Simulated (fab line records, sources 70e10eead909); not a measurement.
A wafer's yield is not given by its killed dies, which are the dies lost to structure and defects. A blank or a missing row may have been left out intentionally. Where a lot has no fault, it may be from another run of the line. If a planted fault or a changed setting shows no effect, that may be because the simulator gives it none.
8D (eight disciplines) problem report, filled in by code || flow nand harc || the parts of the form that need people (team, actions taken, sign-off) are left out

1. THE ISSUE
killed at periphery at NHARC_END_SORT_01 reads a mean of 34.7 on 3 wafers of 3 lots; wafers without a fault read 2.9 with a standard deviation of 1.7. Measured from the usual mean, that is +19 standard deviations.
Seen first at day 22 06:19 on prober-01, wafer L656.4. The record has a number at this step for 19 wafers belonging to 7 lots. By rule, "out" or "out of limits" means more than 4 standard deviations away from the usual mean. The rest of the wafers with a number are treated as sound.

2. WHAT IT IS, AND WHAT IT ISN'T
{"question": "which readings at this step", "is": "killed at periphery", "is not": "killed at array, killed at other, killed short"}
{"question": "which lots", "is": "L656, L659, L660", "is not": "L650, L651, L652, L664"}
{"question": "which wafers of those lots", "is": "L656.4, L659.3, L660.4", "is not": "L656.2, L659.1, L659.5, L660.2"}
{"question": "read on which gauges", "is": "prober-01, prober-02", "is not": "-"}
{"question": "when", "is": "from day 22 06:19", "is not": "up to then (10 sound wafers); but 6 sound wafers of L659, L660, L664 came after"}

3. SUSPECTS, AND WHAT RULES EACH OUT
Counting: a tool at a process step up to the reading stays a suspect if it ran every lot that is out. Sound lots after the first of them don't rule it out here, since some wafers of a struck lot are sound.
- the gauge at NHARC_END_SORT_01 has been ruled out. The wafers that are out were read on 2 gauges (prober-01, prober-02).
- rie diel-12 at NHARC_P_STI_ETCH_42 (etches the open film in N2/H2, target depth 80 nm, overetch 24 nm, time 61 s): kept. Ran every lot that is out, first one L656 (day 5 18:47); last sound lot up to then L650 (day 4 05:24). Out on those wafers are its own readings of oes product au.
- Within rie diel-12 at NHARC_P_STI_ETCH_42: the wafers that are out ran in chambers 0, 1; their sound lot-mates ran in chambers 2, 3.
The count leaves rie diel-12 at NHARC_P_STI_ETCH_42.

4. THE CAUSE (what the simulator had put in)
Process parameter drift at NHARC_P_STI_ETCH_42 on rie diel-12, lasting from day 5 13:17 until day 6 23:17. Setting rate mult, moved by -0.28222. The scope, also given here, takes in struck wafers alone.
This tool alone remained once counting was done.

5. SEQUENCE OF EFFECTS, ordered by route
Each row: a reading whose mean over the struck wafers that have a number lies more than 3 standard deviations from the usual. Readings are gone through only where the record gives a usual standard deviation; hours: the median, over the lots, of the time from a lot's start at the first step in this table giving one to that lot's start at this step; sigmas: the change measured in usual standard deviations.
{"hours": 0, "step": "NHARC_P_STI_ETCH_42", "reading": "oes product au", "usual": "0.999 a.u.", "on struck wafers": 0.822, "change": -0.177, "sigmas": -14}
{"hours": 409, "step": "NHARC_END_SORT_01", "reading": "killed at periphery", "usual": 2.9, "on struck wafers": 34.7, "change": "+31.8", "sigmas": "+19"}
{"hours": 409, "step": "NHARC_END_SORT_01", "reading": "killed dies", "usual": 27, "on struck wafers": 66, "change": "+39", "sigmas": "+4.6"}
Its process steps:
- NHARC_P_STI_ETCH_42: etches the open film in N2/H2, target depth 80 nm, overetch 24 nm, time 61 s.

6. HOW IT WOULD HAVE BEEN CAUGHT EARLIER
The first out-of-limits reading at a measuring or inspecting step in this record came at day 22 06:19, 401 hours after the fault's start at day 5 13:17.
The tool's own readings at NHARC_P_STI_ETCH_42 were out on every struck wafer that the step has a row for (oes product au): an alarm limit on them would have fired on the first of those.
Lots out: 3; all had begun NHARC_P_STI_ETCH_42 on rie diel-12 by day 22 06:19. None of them would have been spared by holding the tool at that moment.
